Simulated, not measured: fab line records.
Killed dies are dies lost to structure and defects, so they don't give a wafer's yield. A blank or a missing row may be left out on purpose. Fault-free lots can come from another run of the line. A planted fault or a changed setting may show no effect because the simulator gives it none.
Which of the tools did it? :: flow n5Finfet :: 8 lots, 24 wafers sampled, at 6 steps of a route of 1938

## WHAT THE GAUGES READ, wafer by wafer
N5_BEOL_M4_RC_MEAS_101. Usual: DIBL_N 36.8 mV/V, standard deviation 1.5; DIBL_P 37.1 mV/V, standard deviation 2.1; IOFF_N 0.168 nA/um, standard deviation 0.03; IOFF_P 0.22 nA/um, standard deviation 0.034; ION_N 679 uA/um, standard deviation 12; ION_P 466 uA/um, standard deviation 8; SS_N 71.7 mV/dec, standard deviation 0.58; SS_P 73.5 mV/dec, standard deviation 0.67; VT_N 248.8 mV, standard deviation 2.7; VT_P -250 mV, standard deviation 3.3.
lot: L877
measured: day 7 12:11
on: prober-02
DIBL_N (mV/V): 38.6 34.9 38.5
DIBL_P (mV/V): 39.9 35.0 39.9
IOFF_N (nA/um): 0.204 0.135 0.213
IOFF_P (nA/um): 0.24 0.17 0.25
ION_N (uA/um): 683 662 679
ION_P (uA/um): 463 455 466
SS_N (mV/dec): 73.2 71.3 71.6
SS_P (mV/dec): 74.1 73.5 74.3
VT_N (mV): 247.3 250.8 244.0
VT_P (mV): -249 -256 -247
flag: 

lot: L880
measured: day 8 13:56
on: prober-02
DIBL_N (mV/V): 36.8 37.9 37.9
DIBL_P (mV/V): 36.8 38.8 37.6
IOFF_N (nA/um): 0.162 0.184 0.190
IOFF_P (nA/um): 0.26 0.29 0.26
ION_N (uA/um): 690 689 704
ION_P (uA/um): 482 479 486
SS_N (mV/dec): 71.3 71.8 71.9
SS_P (mV/dec): 73.5 74.2 73.5
VT_N (mV): 248.8 249.6 246.3
VT_P (mV): -246 -242 -246
flag: 

lot: L881
measured: day 8 11:34
on: prober-02
DIBL_N (mV/V): 36.4 38.7 36.0
DIBL_P (mV/V): 37.5 40.5 37.8
IOFF_N (nA/um): 0.165 0.200 0.152
IOFF_P (nA/um): 0.22 0.27 0.23
ION_N (uA/um): 677 687 679
ION_P (uA/um): 468 468 468
SS_N (mV/dec): 71.8 72.6 71.0
SS_P (mV/dec): 72.7 74.0 72.7
VT_N (mV): 247.4 246.2 251.6
VT_P (mV): -253 -247 -246
flag: 

lot: L887
measured: day 10 00:07
on: prober-02
DIBL_N (mV/V): 40.3 36.5 38.9
DIBL_P (mV/V): 41.8 36.5 41.4
IOFF_N (nA/um): 0.264 0.150 0.217
IOFF_P (nA/um): 0.28 0.18 0.27
ION_N (uA/um): 698 660 677
ION_P (uA/um): 468 452 467
SS_N (mV/dec): 72.5 70.7 72.4
SS_P (mV/dec): 74.9 74.0 74.1
VT_N (mV): 243.8 251.1 244.8
VT_P (mV): -250 -253 -249
flag: 

lot: L890
measured: day 11 02:07
on: prober-02
DIBL_N (mV/V): 34.3 36.4 35.6
DIBL_P (mV/V): 32.5 34.9 34.2
IOFF_N (nA/um): 0.132 0.166 0.152
IOFF_P (nA/um): 0.19 0.22 0.21
ION_N (uA/um): 662 676 670
ION_P (uA/um): 465 470 461
SS_N (mV/dec): 70.9 71.2 71.0
SS_P (mV/dec): 73.3 73.4 74.0
VT_N (mV): 250.2 247.7 249.4
VT_P (mV): -251 -250 -250
flag: 

lot: L894
measured: day 12 05:23
on: prober-01
DIBL_N (mV/V): 35.7 33.8 37.9
DIBL_P (mV/V): 36.8 33.9 39.5
IOFF_N (nA/um): 0.139 0.118 0.169
IOFF_P (nA/um): 0.22 0.17 0.27
ION_N (uA/um): 681 674 676
ION_P (uA/um): 472 468 471
SS_N (mV/dec): 71.1 70.9 71.7
SS_P (mV/dec): 73.4 72.4 73.9
VT_N (mV): 252.4 253.6 244.6
VT_P (mV): -251 -252 -246
flag: 

lot: L896
measured: day 12 11:42
on: prober-01
DIBL_N (mV/V): 36.0 36.6 33.2
DIBL_P (mV/V): 37.5 37.5 33.1
IOFF_N (nA/um): 0.143 0.163 0.102
IOFF_P (nA/um): 0.21 0.20 0.15
ION_N (uA/um): 670 677 651
ION_P (uA/um): 462 460 451
SS_N (mV/dec): 72.4 72.0 71.3
SS_P (mV/dec): 74.4 73.6 72.1
VT_N (mV): 250.8 247.4 255.1
VT_P (mV): -251 -251 -254
flag: 

lot: L900
measured: day 14 02:40
on: prober-01
DIBL_N (mV/V): 37.7 38.0 35.4
DIBL_P (mV/V): 38.6 37.2 34.7
IOFF_N (nA/um): 0.167 0.171 0.135
IOFF_P (nA/um): 0.25 0.22 0.18
ION_N (uA/um): 676 680 667
ION_P (uA/um): 467 469 455
SS_N (mV/dec): 71.3 71.0 71.3
SS_P (mV/dec): 73.1 72.6 72.9
VT_N (mV): 249.5 249.2 252.4
VT_P (mV): -246 -248 -251
flag: 

## EACH LOT AND THE TOOL THAT RAN IT (in order: tool; ch and the chambers of the sampled wafers; start)
lot: L877
N5_MOL_CONTACT_COAG_ETCH_66: rieDiel-06 ch 0,1,2, day 5 05:11
N5_MOL_CONTACT_COAG_ETCH_48: rieDiel-02 ch 0,1,3, day 5 05:49
N5_MOL_CONTACT_COAG_CMP_52: cmp-03 ch 0,2, day 5 06:32
N5_BEOL_M0_SAQP_PECVD_03: pecvd-02 ch 0,1,2, day 5 11:02
N5_BEOL_M0_ETCH_138: rieDiel-01 ch 0,1,3, day 5 18:52

lot: L880
N5_MOL_CONTACT_COAG_ETCH_66: rieDiel-02 ch 0,3, day 5 20:43
N5_MOL_CONTACT_COAG_ETCH_48: rieDiel-06 ch 0,2, day 5 21:14
N5_MOL_CONTACT_COAG_CMP_52: cmp-04 ch 0,1,2, day 5 22:01
N5_BEOL_M0_SAQP_PECVD_03: pecvd-01 ch 1,2, day 6 05:29
N5_BEOL_M0_ETCH_138: rieDiel-02 ch 1,2,3, day 6 12:50

lot: L881
N5_MOL_CONTACT_COAG_ETCH_66: rieDiel-01 ch 1,3, day 6 04:46
N5_MOL_CONTACT_COAG_ETCH_48: rieDiel-02 ch 0,1,2, day 6 05:17
N5_MOL_CONTACT_COAG_CMP_52: cmp-04 ch 0,2, day 6 06:05
N5_BEOL_M0_SAQP_PECVD_03: pecvd-01 ch 0,1, day 6 10:11
N5_BEOL_M0_ETCH_138: rieDiel-06 ch 0,1,3, day 6 16:46

lot: L887
N5_MOL_CONTACT_COAG_ETCH_66: rieDiel-06 ch 0,1,2, day 8 01:01
N5_MOL_CONTACT_COAG_ETCH_48: rieDiel-02 ch 0,1,2, day 8 01:30
N5_MOL_CONTACT_COAG_CMP_52: cmp-04 ch 0,1,3, day 8 02:15
N5_BEOL_M0_SAQP_PECVD_03: pecvd-01 ch 0,1,2, day 8 06:10
N5_BEOL_M0_ETCH_138: rieDiel-01 ch 0,1,3, day 8 12:54

lot: L890
N5_MOL_CONTACT_COAG_ETCH_66: rieDiel-02 ch 1,2,3, day 8 10:08
N5_MOL_CONTACT_COAG_ETCH_48: rieDiel-02 ch 0,1,3, day 8 10:37
N5_MOL_CONTACT_COAG_CMP_52: cmp-04 ch 1,2, day 8 11:23
N5_BEOL_M0_SAQP_PECVD_03: pecvd-04 ch 0,1, day 8 15:14
N5_BEOL_M0_ETCH_138: rieDiel-06 ch 0,1,2, day 9 00:52

lot: L894
N5_MOL_CONTACT_COAG_ETCH_66: rieDiel-06 ch 0,1,3, day 9 14:11
N5_MOL_CONTACT_COAG_ETCH_48: rieDiel-01 ch 0,3, day 9 14:50
N5_MOL_CONTACT_COAG_CMP_52: cmp-03 ch 0,1,2, day 9 15:37
N5_BEOL_M0_SAQP_PECVD_03: pecvd-02 ch 0,2, day 9 19:32
N5_BEOL_M0_ETCH_138: rieDiel-01 ch 0,2,3, day 10 02:16

lot: L896
N5_MOL_CONTACT_COAG_ETCH_66: rieDiel-06 ch 0,1,2, day 9 21:50
N5_MOL_CONTACT_COAG_ETCH_48: rieDiel-02 ch 0,2,3, day 9 22:23
N5_MOL_CONTACT_COAG_CMP_52: cmp-02 ch 0,2,3, day 9 23:08
N5_BEOL_M0_SAQP_PECVD_03: pecvd-02 ch 0,2, day 10 03:13
N5_BEOL_M0_ETCH_138: rieDiel-02 ch 0,1,2, day 10 09:49

lot: L900
N5_MOL_CONTACT_COAG_ETCH_66: rieDiel-02 ch 0,3, day 10 20:07
N5_MOL_CONTACT_COAG_ETCH_48: rieDiel-02 ch 0,1,3, day 10 20:46
N5_MOL_CONTACT_COAG_CMP_52: cmp-02 ch 0,1, day 10 21:31
N5_BEOL_M0_SAQP_PECVD_03: pecvd-01 ch 0,1,2, day 11 02:38
N5_BEOL_M0_ETCH_138: rieDiel-06 ch 0,2, day 11 09:22
- N5_MOL_CONTACT_COAG_ETCH_66: etches SiARC in CF4, target depth 13 nm, time 21.7 s.
- N5_MOL_CONTACT_COAG_ETCH_48: etches SiOC in C4F6/O2, target depth 15 nm, overetch 4.5 nm, time 17 s.
- N5_MOL_CONTACT_COAG_CMP_52: polishes, stops on SiO2, t overpolish 1.5 s, target thk 66.5 nm.
- N5_BEOL_M0_SAQP_PECVD_03: deposits SiCN from 3MS/NH3, target thk 12 nm, time 21.1 s.
- N5_BEOL_M0_ETCH_138: etches SiCN in CH3F/O2, target depth 12 nm, time 31.6 s.

## AS READ BY THE TOOLS THEMSELVES (means over the sampled wafers that have a number; for cases with no such wafer, the mark the record gives instead)
N5_MOL_CONTACT_COAG_ETCH_66. Usual: drypumpMotorCurrentA 5.7 A, standard deviation 0.48; etchRfOnTimeS 21.3 s, standard deviation 0.58; oesProductAu 0.71 a.u., standard deviation 0.079; rfVppV 184.0 V, standard deviation 1.3; showerheadPlenumPTorr 2.14 Torr, standard deviation 0.075; throttleValvePct 15.60 %, standard deviation 0.23.
lot: L877
tool: rieDiel-06
drypumpMotorCurrentA (A): 5.8
etchRfOnTimeS (s): 20.9
oesProductAu (a.u.): 0.66
rfVppV (V): 185.0
showerheadPlenumPTorr (Torr): 2.20
throttleValvePct (%): 15.69
flag: 

lot: L880
tool: rieDiel-02
drypumpMotorCurrentA (A): 5.7
etchRfOnTimeS (s): 21.5
oesProductAu (a.u.): 0.73
rfVppV (V): 184.8
showerheadPlenumPTorr (Torr): 2.23
throttleValvePct (%): 15.61
flag: 

lot: L881
tool: rieDiel-01
drypumpMotorCurrentA (A): 5.3
etchRfOnTimeS (s): 21.8
oesProductAu (a.u.): 0.73
rfVppV (V): 183.1
showerheadPlenumPTorr (Torr): 2.08
throttleValvePct (%): 15.55
flag: 

lot: L887
tool: rieDiel-06
drypumpMotorCurrentA (A): 5.8
etchRfOnTimeS (s): 20.9
oesProductAu (a.u.): 0.73
rfVppV (V): 183.5
showerheadPlenumPTorr (Torr): 2.19
throttleValvePct (%): 15.57
flag: 

lot: L890
tool: rieDiel-02
drypumpMotorCurrentA (A): 6.1
etchRfOnTimeS (s): 21.5
oesProductAu (a.u.): 0.76
rfVppV (V): 183.6
showerheadPlenumPTorr (Torr): 2.13
throttleValvePct (%): 15.49
flag: 

lot: L894
tool: rieDiel-06
drypumpMotorCurrentA (A): 5.9
etchRfOnTimeS (s): 20.8
oesProductAu (a.u.): 0.74
rfVppV (V): 183.5
showerheadPlenumPTorr (Torr): 2.14
throttleValvePct (%): 15.48
flag: 

lot: L896
tool: rieDiel-06
drypumpMotorCurrentA (A): 5.8
etchRfOnTimeS (s): 20.8
oesProductAu (a.u.): 0.71
rfVppV (V): 184.6
showerheadPlenumPTorr (Torr): 2.18
throttleValvePct (%): 15.60
flag: 

lot: L900
tool: rieDiel-02
drypumpMotorCurrentA (A): 5.7
etchRfOnTimeS (s): 21.3
oesProductAu (a.u.): 0.76
rfVppV (V): 184.6
showerheadPlenumPTorr (Torr): 2.21
throttleValvePct (%): 15.54
flag: 

N5_MOL_CONTACT_COAG_ETCH_48. Usual: drypumpMotorCurrentA 5.8 A, standard deviation 0.42; oes_f_703_au 0.84 a.u., standard deviation 0.088; oesProductAu 0.71 a.u., standard deviation 0.08; rfVppV 1570 V, standard deviation 30; showerheadPlenumPTorr 2.86 Torr, standard deviation 0.11; throttleValvePct 40.7 %, standard deviation 0.43.
lot: L877
tool: rieDiel-02
drypumpMotorCurrentA (A): 6.0
oes_f_703_au (a.u.): 0.82
oesProductAu (a.u.): 0.68
rfVppV (V): 1554
showerheadPlenumPTorr (Torr): 2.87
throttleValvePct (%): 40.7
flag: 

lot: L880
tool: rieDiel-06
drypumpMotorCurrentA (A): 5.7
oes_f_703_au (a.u.): 0.80
oesProductAu (a.u.): 0.65
rfVppV (V): 1549
showerheadPlenumPTorr (Torr): 2.97
throttleValvePct (%): 40.9
flag: 

lot: L881
tool: rieDiel-02
drypumpMotorCurrentA (A): 5.9
oes_f_703_au (a.u.): 0.90
oesProductAu (a.u.): 0.74
rfVppV (V): 1576
showerheadPlenumPTorr (Torr): 2.91
throttleValvePct (%): 40.8
flag: 

lot: L887
tool: rieDiel-02
drypumpMotorCurrentA (A): 5.9
oes_f_703_au (a.u.): 0.86
oesProductAu (a.u.): 0.76
rfVppV (V): 1576
showerheadPlenumPTorr (Torr): 2.90
throttleValvePct (%): 40.8
flag: 

lot: L890
tool: rieDiel-02
drypumpMotorCurrentA (A): 6.0
oes_f_703_au (a.u.): 0.89
oesProductAu (a.u.): 0.78
rfVppV (V): 1553
showerheadPlenumPTorr (Torr): 2.86
throttleValvePct (%): 40.8
flag: 

lot: L894
tool: rieDiel-01
drypumpMotorCurrentA (A): 4.9
oes_f_703_au (a.u.): 0.75
oesProductAu (a.u.): 0.66
rfVppV (V): 1586
showerheadPlenumPTorr (Torr): 2.78
throttleValvePct (%): 40.2
flag: 

lot: L896
tool: rieDiel-02
drypumpMotorCurrentA (A): 5.8
oes_f_703_au (a.u.): 0.89
oesProductAu (a.u.): 0.70
rfVppV (V): 1581
showerheadPlenumPTorr (Torr): 2.91
throttleValvePct (%): 40.9
flag: 

lot: L900
tool: rieDiel-02
drypumpMotorCurrentA (A): 6.0
oes_f_703_au (a.u.): 0.85
oesProductAu (a.u.): 0.72
rfVppV (V): 1552
showerheadPlenumPTorr (Torr): 2.85
throttleValvePct (%): 40.8
flag: 

N5_MOL_CONTACT_COAG_CMP_52. Usual: motorCurrentA 12.3 A, standard deviation 1.2; overpolishRunS 1.499 s, standard deviation 0.0084; retainingRingPressureFrac 0.999, standard deviation 0.0049; timeToEndpointS 13.6 s, standard deviation 2.6.
lot: L877
tool: cmp-03
motorCurrentA (A): 13.5
overpolishRunS (s): 1.503
retainingRingPressureFrac: 0.992
timeToEndpointS (s): 16.2
flag: 

lot: L880
tool: cmp-04
motorCurrentA (A): 11.8
overpolishRunS (s): 1.509
retainingRingPressureFrac: 0.998
timeToEndpointS (s): 12.4
flag: 

lot: L881
tool: cmp-04
motorCurrentA (A): 11.4
overpolishRunS (s): 1.500
retainingRingPressureFrac: 1.002
timeToEndpointS (s): 11.4
flag: 

lot: L887
tool: cmp-04
motorCurrentA (A): 11.0
overpolishRunS (s): 1.508
retainingRingPressureFrac: 0.997
timeToEndpointS (s): 13.7
flag: 

lot: L890
tool: cmp-04
motorCurrentA (A): 11.9
overpolishRunS (s): 1.495
retainingRingPressureFrac: 0.999
timeToEndpointS (s): 13.3
flag: 

lot: L894
tool: cmp-03
motorCurrentA (A): 13.1
overpolishRunS (s): 1.504
retainingRingPressureFrac: 0.998
timeToEndpointS (s): 13.3
flag: 

lot: L896
tool: cmp-02
motorCurrentA (A): 12.8
overpolishRunS (s): 1.497
retainingRingPressureFrac: 1.002
timeToEndpointS (s): 15.5
flag: 

lot: L900
tool: cmp-02
motorCurrentA (A): 12.8
overpolishRunS (s): 1.503
retainingRingPressureFrac: 1.003
timeToEndpointS (s): 12.6
flag: 

N5_BEOL_M0_SAQP_PECVD_03. Usual: runLengthS 51.4 s, standard deviation 0.68; showerheadPlenumPTorr 3.661 Torr, standard deviation 0.0073; throttleValvePct 9.2 %, standard deviation 0.63.
lot: L877
tool: pecvd-02
runLengthS (s): 51.9
showerheadPlenumPTorr (Torr): 3.662
throttleValvePct (%): 9.2
flag: 

lot: L880
tool: pecvd-01
runLengthS (s): 51.9
showerheadPlenumPTorr (Torr): 3.664
throttleValvePct (%): 9.2
flag: 

lot: L881
tool: pecvd-01
runLengthS (s): 51.2
showerheadPlenumPTorr (Torr): 3.657
throttleValvePct (%): 9.3
flag: 

lot: L887
tool: pecvd-01
runLengthS (s): 53.2
showerheadPlenumPTorr (Torr): 3.661
throttleValvePct (%): 9.2
flag: 

lot: L890
tool: pecvd-04
runLengthS (s): 51.8
showerheadPlenumPTorr (Torr): 3.661
throttleValvePct (%): 9.5
flag: 

lot: L894
tool: pecvd-02
runLengthS (s): 52.1
showerheadPlenumPTorr (Torr): 3.655
throttleValvePct (%): 9.1
flag: 

lot: L896
tool: pecvd-02
runLengthS (s): 51.7
showerheadPlenumPTorr (Torr): 3.663
throttleValvePct (%): 9.1
flag: 

lot: L900
tool: pecvd-01
runLengthS (s): 51.3
showerheadPlenumPTorr (Torr): 3.655
throttleValvePct (%): 8.9
flag: 

N5_BEOL_M0_ETCH_138. Usual: drypumpMotorCurrentA 5.6 A, standard deviation 0.51; etchRfOnTimeS 28.6 s, standard deviation 0.96; oesProductAu 0.70 a.u., standard deviation 0.08; rfVppV 297.3 V, standard deviation 1.7; showerheadPlenumPTorr 2.00 Torr, standard deviation 0.077; throttleValvePct 16.32 %, standard deviation 0.26.
lot: L877
tool: rieDiel-01
drypumpMotorCurrentA (A): 5.0
etchRfOnTimeS (s): 29.1
oesProductAu (a.u.): 0.68
rfVppV (V): 297.1
showerheadPlenumPTorr (Torr): 1.95
throttleValvePct (%): 16.31
flag: 

lot: L880
tool: rieDiel-02
drypumpMotorCurrentA (A): 6.1
etchRfOnTimeS (s): 28.9
oesProductAu (a.u.): 0.69
rfVppV (V): 296.6
showerheadPlenumPTorr (Torr): 1.99
throttleValvePct (%): 16.32
flag: 

lot: L881
tool: rieDiel-06
drypumpMotorCurrentA (A): 5.8
etchRfOnTimeS (s): 27.9
oesProductAu (a.u.): 0.78
rfVppV (V): 297.6
showerheadPlenumPTorr (Torr): 2.01
throttleValvePct (%): 16.16
flag: 

lot: L887
tool: rieDiel-01
drypumpMotorCurrentA (A): 5.0
etchRfOnTimeS (s): 32.9
oesProductAu (a.u.): 0.67
rfVppV (V): 296.6
showerheadPlenumPTorr (Torr): 1.94
throttleValvePct (%): 16.36
flag: OFF

lot: L890
tool: rieDiel-06
drypumpMotorCurrentA (A): 5.8
etchRfOnTimeS (s): 27.9
oesProductAu (a.u.): 0.71
rfVppV (V): 298.8
showerheadPlenumPTorr (Torr): 2.05
throttleValvePct (%): 16.32
flag: 

lot: L894
tool: rieDiel-01
drypumpMotorCurrentA (A): 5.4
etchRfOnTimeS (s): 30.1
oesProductAu (a.u.): 0.72
rfVppV (V): 296.3
showerheadPlenumPTorr (Torr): 1.99
throttleValvePct (%): 16.16
flag: 

lot: L896
tool: rieDiel-02
drypumpMotorCurrentA (A): 5.9
etchRfOnTimeS (s): 29.4
oesProductAu (a.u.): 0.71
rfVppV (V): 297.7
showerheadPlenumPTorr (Torr): 2.04
throttleValvePct (%): 16.25
flag: 

lot: L900
tool: rieDiel-06
drypumpMotorCurrentA (A): 5.6
etchRfOnTimeS (s): 27.8
oesProductAu (a.u.): 0.63
rfVppV (V): 298.6
showerheadPlenumPTorr (Torr): 2.08
throttleValvePct (%): 16.61
flag: 

## THE ANSWER, worked out from the rows above alone
Rule: take the mean of a lot's wafers that have a number; if it is more than 3 standard deviations from the usual mean, the lot is off. Also off: a lot with no number at a reading for which 4 or more lots have one. All remaining lots with rows at the step are treated as sound. Order of review: gauges by route order, followed by the tools' own readings, for which a lot's mean as printed above is used. The first step at which some lot is off is used, and at that step the reading that is off furthest; a lot without a number counts as furthest.
Off: L887 (N5_BEOL_M0_ETCH_138, etchRfOnTimeS).
A tool fits if, at that step or a process step before it, it ran every lot that is off, and no sound lot after the first of them. No candidate that was tried fits.

## WHAT THE SIMULATOR HAD PUT IN
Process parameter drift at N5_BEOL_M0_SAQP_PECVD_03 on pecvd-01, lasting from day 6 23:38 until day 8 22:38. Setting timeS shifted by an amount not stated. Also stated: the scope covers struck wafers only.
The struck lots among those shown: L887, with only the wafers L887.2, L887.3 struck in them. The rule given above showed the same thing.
